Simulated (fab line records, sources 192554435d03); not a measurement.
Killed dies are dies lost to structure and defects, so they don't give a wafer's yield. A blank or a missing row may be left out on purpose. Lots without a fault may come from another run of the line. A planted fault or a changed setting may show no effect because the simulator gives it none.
fab line records | flow n5_finfet
record lots=24 wafers=72 last_day=18
route steps=1938 shown BEOL_M3@981
lots that met no fault: from a run of the same line without faults
start_h: hours from the record's first day to the start of the lot's first wafer shown | wait_h: hours since the lot's step before | " the same as in the row above | L1.1+2: a row that stands for several wafers | - no value, or no start given | * or withheld: withheld | < > ~ a bound
route shown NAME@n: a module of which the file shows steps, and the number in the route of the first | usual: mean/standard deviation of fault-free wafers | same: alike in all rows | chamber/n: place in a boat | sites: the reading at each site | _std_site: their standard deviation | _edge_site: outer sites' mean less inner sites' | radius_mm: how far each site lies from the wafer's centre | mask NAME#n: copy n | behind: the tool/chamber that last shaped the wafer | hold: why the lot was held/for how many hours/how that ended | device: the transistor (n, p or np) that didn't switch | end of line: the same wafers' tests at the end of the route | a step without rows: its recipe alone | killed: dies lost to structure and defects at the first sort, not the wafer's yield | map: a wafer's dies, x killed, . not, _ none there
set.NAME: the setting as run; set.NAME@STEP: as run at that earlier step | model.NAME: the simulator's own value behind a step, which no gauge read
steps of the route over a sample of lots; a table a step, a row a wafer
services: from which hour (start_h, from the record's first day; less than 0 if before it) a tool's chamber was out of use, for how many hours, and why
## steps
# step N5_BEOL_M3_ETCH_41
# recipe chemistry=CH3F/O2 target=SiCN target_depth_a=299 taper_deg=2 time_s=52.5 ion_energy_ev=120 mask_material=TiN pressure_mtorr=30 source_w=395 bias_w=75 Ar_flow_sccm=150 CH3F_flow_sccm=30 O2_flow_sccm=20
# usual drypump_motor_current_A=5.6/0.52 oes_product_au=0.78/0.088 rf_vpp_V=298.3/1.9 showerhead_plenum_p_Torr=2.03/0.084 throttle_valve_pct=16.37/0.26
# columns lot.wafer tool chamber start_h wait_h drypump_motor_current_A oes_product_au rf_hours_counter_h rf_vpp_V showerhead_plenum_p_Torr throttle_valve_pct
L074.2 rie_diel-02 3 - - 5.5 0.76 140 297.6 2.08 16.47
L074.3 " 1 " " 5.6 0.70 239 295.1 1.87 16.74
L074.4 " 0 " " 5.2 0.75 - 300.7 2.07 16.62
L075.2 rie_diel-02 3 - - 5.5 0.76 142 300.1 2.08 16.50
L075.4 " 0 " " 5.2 0.75 - 299.0 2.07 16.62
L075.5 " 3 " " 5.5 0.76 - 299.8 2.08 16.48
L076.1 rie_diel-02 0 - - 5.2 0.74 148 298.9 2.07 16.62
L076.3 " 3 " " 5.5 0.75 145 298.4 2.08 16.49
L076.4 " 1 " " 5.7 0.69 - 296.5 1.87 16.74
L077.1 rie_diel-05 2 - - 5.0 0.73 186 298.1 2.08 16.76
L077.4 " 2 " " 5.0 0.72 - 300.8 2.08 16.78
L077.6 " 3 " " 5.6 0.74 - 299.5 2.09 16.16
L078.1 rie_diel-02 3 - - 5.5 0.75 147 299.3 2.08 16.50
L078.3 " 0 " " 5.2 0.73 150 298.2 2.07 16.62
L078.6 " 3 " " 5.5 0.75 - 299.8 2.08 16.51
L079.1 rie_diel-06 1 - - 6.6 0.88 34 299.0 2.11 15.91
L079.3 " 2 " " 5.9 0.67 239 297.2 1.96 16.57
L079.5 " 0 " " 5.1 0.74 - 296.2 1.91 16.35
L080.1 rie_diel-05 1 - - 5.7 0.86 49 297.9 2.02 16.20
L080.2 " 2 " " 5.0 0.72 192 299.4 2.08 16.78
L080.4 " 0 " " 6.1 0.73 220 293.5 1.89 16.53
L081.1 rie_diel-06 2 - - 5.9 0.67 245 296.0 1.96 16.59
L081.2 " 0 " " 5.1 0.74 158 295.9 1.91 16.35
L081.3 " 1 " " 6.6 0.86 40 299.4 2.11 15.92
L082.1 rie_diel-02 0 - - 5.2 0.73 163 296.8 2.07 16.66
L082.2 " 2 " " 5.0 0.94 13 301.6 2.15 16.04
L082.6 " 2 " " 5.0 0.94 - 301.0 2.15 16.04
L083.1 rie_diel-05 3 - - 5.6 0.72 176 297.8 2.08 16.20
L083.2 " 1 " " 5.7 0.84 59 297.3 2.02 16.24
L083.4 " 0 " " 6.2 0.72 229 295.3 1.88 16.54
L084.1 rie_diel-02 0 - - 5.2 0.73 170 299.7 2.06 16.68
L084.3 " 1 " " 5.7 0.97 13 299.9 2.11 16.34
L084.6 " 1 " " 5.6 0.96 - 300.7 2.11 16.34
L085.2 rie_diel-05 2 - - 5.0 0.72 205 299.1 2.07 16.79
L085.3 " 3 " " 5.6 0.72 178 299.6 2.08 16.20
L085.6 " 3 " " 5.6 0.71 - 299.0 2.08 16.19
L086.2 rie_diel-06 1 - - 6.6 0.85 52 300.4 2.11 15.96
L086.3 " 3 " " 6.4 0.73 170 299.7 2.07 16.15
L086.4 " 0 " " 5.2 0.72 170 294.4 1.91 16.39
L088.1 rie_diel-06 3 - - 6.5 0.73 170 298.2 2.07 16.16
L088.2 " 0 " " 5.1 0.72 171 295.3 1.90 16.38
L088.5 " 1 " " 6.6 0.85 - 300.0 2.11 15.94
L087.2 rie_diel-06 3 - - 6.4 0.73 170 300.4 2.07 16.15
L087.4 " 2 " " 5.9 0.96 2 295.6 1.95 16.11
L087.6 " 0 " " 5.1 0.73 - 295.0 1.90 16.39
L089.1 rie_diel-06 2 - - 5.9 0.94 4 297.1 1.95 16.12
L089.5 " 3 " " 6.5 0.72 - 297.6 2.07 16.17
L089.6 " 2 " " 5.9 0.93 - 296.7 1.95 16.12
L090.1 rie_diel-02 1 - - 5.6 0.98 18 299.2 2.11 16.35
L090.3 " 0 " " 5.2 0.73 175 298.5 2.06 16.69
L090.5 " 3 " " 5.5 0.74 - 298.4 2.07 16.54
L091.2 rie_diel-05 2 - - 5.0 0.71 215 298.2 2.07 16.85
L091.3 " 3 " " 5.6 0.71 188 299.7 2.08 16.23
L091.4 " 1 " " 5.7 0.83 71 298.2 2.01 16.26
L092.1 rie_diel-02 0 - - 5.2 0.71 182 298.2 2.06 16.69
L092.2 " 3 " " 5.5 0.72 176 298.7 2.07 16.57
L092.5 " 1 " " 5.7 0.94 - 300.9 2.11 16.37
L094.2 rie_diel-06 2 - - 5.9 0.92 13 295.1 1.95 16.16
L094.5 " 2 " " 5.9 0.91 - 296.5 1.95 16.15
L094.6 " 3 " " 6.4 0.72 - 299.4 2.06 16.19
L093.2 rie_diel-06 2 - - 5.9 0.91 14 298.1 1.95 16.13
L093.4 " 3 " " 6.6 0.71 184 299.6 2.06 16.19
L093.6 " 0 " " 5.1 0.71 - 294.9 1.90 16.40
L095.1 rie_diel-02 1 - - 5.6 0.92 30 301.6 2.11 16.38
L095.3 " 0 " " 5.2 0.71 187 298.5 2.06 16.71
L095.4 " 2 " " 5.0 0.90 31 300.1 2.14 16.08
L096.1 rie_diel-02 0 - - 5.2 0.70 188 299.3 2.06 16.71
L096.2 " 1 " " 5.7 0.93 31 300.4 2.11 16.38
L096.3 " 3 " " 5.5 0.73 181 298.0 2.07 16.58
L097.1 rie_diel-06 2 - - 5.9 0.90 19 296.2 1.95 16.15
L097.4 " 1 " " 6.6 0.82 69 300.5 2.10 15.98
L097.5 " 3 " " 6.5 0.71 - 298.6 2.06 16.18
# step N5_BEOL_M3_SURFACE_TREAT_85
# recipe gas=Ar time_s=* ion_energy_ev=* ion_current_ma_cm2=0.5 pressure_mtorr=* ar_flow_sccm=30
# usual throttle_valve_pct=*
# columns lot.wafer tool chamber start_h wait_h throttle_valve_pct
L074.2 pvd_sputter-01 - 142.31 0.4 *
L074.3 " - " " *
L074.4 " - " " *
L075.2 pvd_sputter-02 - 153.17 0.2 *
L075.4 " - " " *
L075.5 " - " " *
L076.1 pvd_sputter-01 - 159.58 0.3 *
L076.3 " - " " *
L076.4 " - " " *
L077.1 pvd_sputter-02 - 162.92 0.2 *
L077.4 " - " " *
L077.6 " - " " *
L078.1 pvd_sputter-02 - 165.04 0.7 *
L078.3 " - " " *
L078.6 " - " " *
L079.1 pvd_sputter-03 - 172.16 0.2 *
L079.3 " - " " *
L079.5 " - " " *
L080.1 pvd_sputter-03 - 179.43 0.1 *
L080.2 " - " " *
L080.4 " - " " *
L081.1 pvd_sputter-03 - 193.42 0.3 *
L081.2 " - " " *
L081.3 " - " " *
L082.1 pvd_sputter-01 - 208.42 0.3 *
L082.2 " - " " *
L082.6 " - " " *
L083.1 pvd_sputter-02 - 219.18 0.2 *
L083.2 " - " " *
L083.4 " - " " *
L084.1 pvd_sputter-03 - 224.75 0.1 *
L084.3 " - " " *
L084.6 " - " " *
L085.2 pvd_sputter-01 - 225.83 0.6 *
L085.3 " - " " *
L085.6 " - " " *
L086.2 pvd_sputter-01 - 229.51 0.2 *
L086.3 " - " " *
L086.4 " - " " *
L088.1 pvd_sputter-02 - 232.62 0.1 *
L088.2 " - " " *
L088.5 " - " " *
L087.2 pvd_sputter-02 - 232.66 0.2 *
L087.4 " - " " *
L087.6 " - " " *
L089.1 pvd_sputter-03 - 239.11 0.2 *
L089.5 " - " " *
L089.6 " - " " *
L090.1 pvd_sputter-01 - 239.78 0.2 *
L090.3 " - " " *
L090.5 " - " " *
L091.2 pvd_sputter-01 - 264.63 0.4 *
L091.3 " - " " *
L091.4 " - " " *
L092.1 pvd_sputter-01 - 269.16 0.2 *
L092.2 " - " " *
L092.5 " - " " *
L094.2 pvd_sputter-03 - 269.90 0.3 *
L094.5 " - " " *
L094.6 " - " " *
L093.2 pvd_sputter-03 - 272.94 0.2 *
L093.4 " - " " *
L093.6 " - " " *
L095.1 pvd_sputter-01 - 285.33 0.1 *
L095.3 " - " " *
L095.4 " - " " *
L096.1 pvd_sputter-01 - 289.96 0.1 *
L096.2 " - " " *
L096.3 " - " " *
L097.1 pvd_sputter-01 - 290.04 0.1 *
L097.4 " - " " *
L097.5 " - " " *
# step N5_BEOL_M3_SPUTTER_48
# recipe material=Cu target_thk_a=45 temp_c=-20 chamber_pressure_pa=0.07 power_w=withheld time_s=8.29
# usual throttle_valve_pct=30.1/1.3
# columns lot.wafer tool chamber start_h wait_h throttle_valve_pct
L074.2 pvd_sputter-03 - 143.00 0.3 30.4
L074.3 " - " " 32.7
L074.4 " - " " 28.3
L075.2 pvd_sputter-03 - 154.38 0.9 32.3
L075.4 " - " " 32.4
L075.5 " - " " 30.3
L076.1 pvd_sputter-03 - 161.51 1.6 30.5
L076.3 " - " " 32.4
L076.4 " - " " 30.4
L077.1 pvd_sputter-02 - 163.20 0.1 31.6
L077.4 " - " " 28.0
L077.6 " - " " 30.0
L078.1 pvd_sputter-02 - 165.32 0.1 28.0
L078.3 " - " " 30.1
L078.6 " - " " 30.9
L079.1 pvd_sputter-03 - 172.56 0.3 32.5
L079.3 " - " " 29.5
L079.5 " - " " 29.7
L080.1 pvd_sputter-02 - 179.66 0.1 29.8
L080.2 " - " " 31.5
L080.4 " - " " 28.2
L081.1 pvd_sputter-02 - 195.00 1.2 30.1
L081.2 " - " " 31.0
L081.3 " - " " 31.6
L082.1 pvd_sputter-02 - 208.70 0.1 29.8
L082.2 " - " " 31.4
L082.6 " - " " 31.0
L083.1 pvd_sputter-03 - 219.43 0.1 28.4
L083.2 " - " " 30.3
L083.4 " - " " 29.7
L084.1 pvd_sputter-03 - 225.07 0.1 28.6
L084.3 " - " " 30.2
L084.6 " - " " 30.2
L085.2 pvd_sputter-03 - 226.91 0.9 32.1
L085.3 " - " " 29.7
L085.6 " - " " 30.1
L086.2 pvd_sputter-02 - 229.76 0.1 27.9
L086.3 " - " " 29.9
L086.4 " - " " 31.1
L088.1 pvd_sputter-01 - 232.84 0.1 29.0
L088.2 " - " " 31.2
L088.5 " - " " 30.0
L087.2 pvd_sputter-03 - 232.91 0.1 29.6
L087.4 " - " " 30.3
L087.6 " - " " 30.3
L089.1 pvd_sputter-02 - 239.33 0.1 27.6
L089.5 " - " " 27.8
L089.6 " - " " 31.0
L090.1 pvd_sputter-01 - 240.08 0.2 30.1
L090.3 " - " " 31.2
L090.5 " - " " 29.0
L091.2 pvd_sputter-01 - 265.32 0.3 31.1
L091.3 " - " " 31.2
L091.4 " - " " 29.0
L092.1 pvd_sputter-02 - 269.38 0.1 30.1
L092.2 " - " " 30.8
L092.5 " - " " 28.1
L094.2 pvd_sputter-02 - 271.22 1.0 28.2
L094.5 " - " " 31.4
L094.6 " - " " 31.2
L093.2 pvd_sputter-01 - 273.28 0.2 31.4
L093.4 " - " " 29.0
L093.6 " - " " 29.1
L095.1 pvd_sputter-02 - 285.64 0.2 27.8
L095.3 " - " " 31.0
L095.4 " - " " 31.4
L096.1 pvd_sputter-01 - 290.18 0.1 29.1
L096.2 " - " " 31.6
L096.3 " - " " 31.2
L097.1 pvd_sputter-02 - 290.32 0.1 30.1
L097.4 " - " " 31.2
L097.5 " - " " 29.9
# step N5_BEOL_M3_SPUTTER_92
# recipe material=Cu target_thk_a=45 temp_c=-20 chamber_pressure_pa=0.07 power_w=withheld time_s=8.29
# usual throttle_valve_pct=30.1/1.4
# columns lot.wafer tool chamber start_h wait_h throttle_valve_pct
L074.2 pvd_sputter-03 - 144.32 0.1 30.3
L074.3 " - " " 32.2
L074.4 " - " " 28.3
L075.2 pvd_sputter-03 - 155.70 0.1 32.7
L075.4 " - " " 32.4
L075.5 " - " " 30.3
L076.1 pvd_sputter-03 - 162.83 0.1 30.2
L076.3 " - " " 32.5
L076.4 " - " " 30.3
L077.1 pvd_sputter-02 - 164.52 0.1 31.4
L077.4 " - " " 27.5
L077.6 " - " " 29.9
L078.1 pvd_sputter-02 - 166.64 0.1 27.8
L078.3 " - " " 29.9
L078.6 " - " " 31.0
L079.1 pvd_sputter-03 - 173.88 0.1 32.4
L079.3 " - " " 29.6
L079.5 " - " " 29.9
L080.1 pvd_sputter-02 - 180.98 0.1 30.0
L080.2 " - " " 31.4
L080.4 " - " " 27.6
L081.1 pvd_sputter-02 - 196.32 0.1 30.1
L081.2 " - " " 31.1
L081.3 " - " " 31.3
L082.1 pvd_sputter-02 - 210.02 0.1 30.2
L082.2 " - " " 31.4
L082.6 " - " " 30.9
L083.1 pvd_sputter-03 - 220.75 0.1 28.3
L083.2 " - " " 30.2
L083.4 " - " " 29.9
L084.1 pvd_sputter-03 - 226.39 0.1 28.4
L084.3 " - " " 30.0
L084.6 " - " " 30.4
L085.2 pvd_sputter-03 - 228.23 0.1 32.1
L085.3 " - " " 29.7
L085.6 " - " " 30.5
L086.2 pvd_sputter-02 - 231.08 0.1 27.8
L086.3 " - " " 29.6
L086.4 " - " " 31.1
L088.1 pvd_sputter-01 - 234.16 0.1 29.3
L088.2 " - " " 31.2
L088.5 " - " " 30.1
L087.2 pvd_sputter-03 - 234.23 0.1 29.2
L087.4 " - " " 30.2
L087.6 " - " " 30.4
L089.1 pvd_sputter-02 - 240.65 0.1 27.5
L089.5 " - " " 27.8
L089.6 " - " " 31.2
L090.1 pvd_sputter-01 - 241.40 0.1 30.0
L090.3 " - " " 31.5
L090.5 " - " " 29.1
L091.2 pvd_sputter-01 - 266.64 0.1 31.4
L091.3 " - " " 31.1
L091.4 " - " " 29.2
L092.1 pvd_sputter-02 - 270.70 0.1 29.9
L092.2 " - " " 31.3
L092.5 " - " " 27.8
L094.2 pvd_sputter-02 - 272.54 0.1 27.8
L094.5 " - " " 31.3
L094.6 " - " " 31.0
L093.2 pvd_sputter-01 - 274.60 0.1 31.4
L093.4 " - " " 28.8
L093.6 " - " " 29.2
L095.1 pvd_sputter-02 - 286.96 0.1 27.9
L095.3 " - " " 31.4
L095.4 " - " " 31.5
L096.1 pvd_sputter-01 - 291.50 0.1 29.0
L096.2 " - " " 31.6
L096.3 " - " " 31.4
L097.1 pvd_sputter-02 - 291.64 0.1 29.8
L097.4 " - " " 31.6
L097.5 " - " " 30.1
# step N5_BEOL_M3_PRE_CLEAN_60
# recipe gas=NH3/H2 time_s=15 temp_c=* rf_power_w=300
# usual heater_power_w=97/35
# columns lot.wafer tool chamber start_h wait_h heater_power_w
L074.2 cvd_co-01 0 145.60 0.0 131
L074.3 " 2 " " 54
L074.4 " 0 " " 130
L075.2 cvd_co-01 2 156.96 0.0 53
L075.4 " 1 " " 126
L075.5 " 2 " " 54
L076.1 cvd_co-02 2 164.35 0.0 83
L076.3 " 0 " " 133
L076.4 " 0 " " 130
L077.1 cvd_co-01 0 165.79 0.0 129
L077.4 " 0 " " 130
L077.6 " 1 " " 127
L078.1 cvd_co-01 2 168.00 0.1 55
L078.3 " 0 " " 130
L078.6 " 0 " " 133
L079.1 cvd_co-01 2 175.38 0.3 54
L079.3 " 0 " " 132
L079.5 " 2 " " 55
L080.1 cvd_co-02 0 182.25 0.0 130
L080.2 " 1 " " 53
L080.4 " 0 " " 134
L081.1 cvd_co-01 2 197.59 0.0 54
L081.2 " 1 " " 123
L081.3 " 0 " " 130
L082.1 cvd_co-02 1 211.29 0.0 52
L082.2 " 2 " " 86
L082.6 " 2 " " 81
L083.1 cvd_co-01 2 222.02 0.0 54
L083.2 " 1 " " 124
L083.4 " 0 " " 130
L084.1 cvd_co-01 0 227.66 0.0 132
L084.3 " 1 " " 128
L084.6 " 2 " " 54
L085.2 cvd_co-02 0 229.88 0.3 132
L085.3 " 1 " " 54
L085.6 " 0 " " 133
L086.2 cvd_co-02 1 232.40 0.0 53
L086.3 " 2 " " 84
L086.4 " 2 " " 85
L088.1 cvd_co-01 1 235.43 0.0 129
L088.2 " 0 " " 128
L088.5 " 1 " " 122
L087.2 cvd_co-02 1 235.73 0.0 53
L087.4 " 1 " " 53
L087.6 " 1 " " 52
L089.1 cvd_co-01 1 241.92 0.0 126
L089.5 " 2 " " 54
L089.6 " 1 " " 122
L090.1 cvd_co-02 1 242.67 0.0 52
L090.3 " 0 " " 132
L090.5 " 1 " " 53
L091.2 cvd_co-01 2 267.91 0.0 54
L091.3 " 1 " " 125
L091.4 " 2 " " 55
L092.1 cvd_co-02 2 272.13 0.0 86
L092.2 " 0 " " 131
L092.5 " 0 " " 135
L094.2 cvd_co-01 1 273.82 0.0 124
L094.5 " 0 " " 127
L094.6 " 1 " " 126
L093.2 cvd_co-01 2 275.86 0.0 55
L093.4 " 0 " " 133
L093.6 " 2 " " 55
L095.1 cvd_co-02 0 288.22 0.0 133
L095.3 " 1 " " 53
L095.4 " 0 " " 134
L096.1 cvd_co-02 0 292.76 0.0 131
L096.2 " 1 " " 53
L096.3 " 2 " " 83
L097.1 cvd_co-02 1 292.91 0.0 54
L097.4 " 1 " " 54
L097.5 " 2 " " 86
# step N5_BEOL_M3_RS_MEAS_58
# recipe thk_meas_gauge=four-point-probe reads=Co_of_BEOL_M3_CO_CAP_55+Cu_of_BEOL_M3_ECD_50+Co_of_BEOL_M3_CVD_47+TaN_of_BEOL_M3_ALD_84
# usual M3_RS=0.67/0.036
# columns lot.wafer tool chamber start_h wait_h M3_RS[ohm/sq]
L074.2 film_metro-02 - 145.83 0.1 0.67
L074.3 " - " " 0.69
L074.4 " - " " 0.63
L075.2 film_metro-01 - 157.19 0.1 0.71
L075.4 " - " " 0.67
L075.5 " - " " 0.63
L076.1 film_metro-01 - 164.57 0.0 0.69
L076.3 " - " " 0.69
L076.4 " - " " 0.68
L077.1 film_metro-02 - 166.02 0.0 0.70
L077.4 " - " " 0.63
L077.6 " - " " 0.63
L078.1 film_metro-02 - 168.22 0.0 0.70
L078.3 " - " " 0.67
L078.6 " - " " 0.66
L079.1 film_metro-01 - 175.61 0.0 0.71
L079.3 " - " " 0.66
L079.5 " - " " 0.68
L080.1 film_metro-02 - 182.50 0.1 0.73
L080.2 " - " " 0.66
L080.4 " - " " 0.69
L081.1 film_metro-02 - 197.81 0.0 0.67
L081.2 " - " " 0.76
L081.3 " - " " 0.72
L082.1 film_metro-02 - 211.51 0.0 0.63
L082.2 " - " " 0.62
L082.6 " - " " 0.61
L083.1 film_metro-02 - 222.24 0.0 0.67
L083.2 " - " " 0.67
L083.4 " - " " 0.62
L084.1 film_metro-02 - 227.88 0.0 0.65
L084.3 " - " " 0.68
L084.6 " - " " 0.66
L085.2 film_metro-01 - 230.10 0.1 0.67
L085.3 " - " " 0.68
L085.6 " - " " 0.70
L086.2 film_metro-02 - 232.64 0.1 0.70
L086.3 " - " " 0.68
L086.4 " - " " 0.63
L088.1 film_metro-02 - 235.65 0.0 0.66
L088.2 " - " " 0.75
L088.5 " - " " 0.67
L087.2 film_metro-01 - 236.01 0.1 0.75
L087.4 " - " " 0.63
L087.6 " - " " 0.66
L089.1 film_metro-02 - 242.14 0.0 0.76
L089.5 " - " " 0.66
L089.6 " - " " 0.67
L090.1 film_metro-02 - 242.89 0.0 0.74
L090.3 " - " " 0.66
L090.5 " - " " 0.67
L091.2 film_metro-02 - 268.16 0.1 0.72
L091.3 " - " " 0.68
L091.4 " - " " 0.70
L092.1 film_metro-01 - 272.36 0.0 0.71
L092.2 " - " " 0.73
L092.5 " - " " 0.66
L094.2 film_metro-01 - 274.04 0.1 0.67
L094.5 " - " " 0.65
L094.6 " - " " 0.63
L093.2 film_metro-02 - 276.09 0.1 0.64
L093.4 " - " " 0.66
L093.6 " - " " 0.68
L095.1 film_metro-01 - 288.44 0.0 0.65
L095.3 " - " " 0.62
L095.4 " - " " 0.58
L096.1 film_metro-01 - 292.98 0.0 0.65
L096.2 " - " " 0.69
L096.3 " - " " 0.61
L097.1 film_metro-01 - 293.13 0.0 0.66
L097.4 " - " " 0.61
L097.5 " - " " 0.60
## services
# columns tool chamber start_h hours kind
rie_diel-02 2 118.32 7.8 repair
rie_diel-02 2 131.09 - clean
rie_diel-02 2 131.09 - consumable_replace:focus_ring
rie_diel-02 2 131.09 - consumable_replace:showerhead
rie_diel-02 2 131.09 30.9 scheduled_down
rie_diel-02 2 131.09 30.9 vent_cycle
rie_diel-02 3 144.57 4.2 repair
rie_diel-02 - 154.97 0.8 repair
rie_diel-05 0 160.21 8.9 repair
cvd_co-02 2 166.16 9.0 repair
rie_diel-02 1 171.41 - clean
rie_diel-02 1 171.41 - consumable_replace:focus_ring
rie_diel-02 1 171.41 - consumable_replace:showerhead
rie_diel-02 1 171.41 14.4 scheduled_down
rie_diel-02 1 171.41 14.4 vent_cycle
rie_diel-06 2 207.73 - clean
rie_diel-06 2 207.73 - consumable_replace:focus_ring
rie_diel-02 2 209.65 5.9 repair
rie_diel-06 - 213.63 0.3 repair
cvd_co-02 2 235.07 3.4 repair
cvd_co-01 0 252.59 8.9 repair
cvd_co-02 1 258.73 4.7 repair
cvd_co-02 - 262.55 6.0 pm
rie_diel-06 2 290.72 8.7 repair
## key
fault none
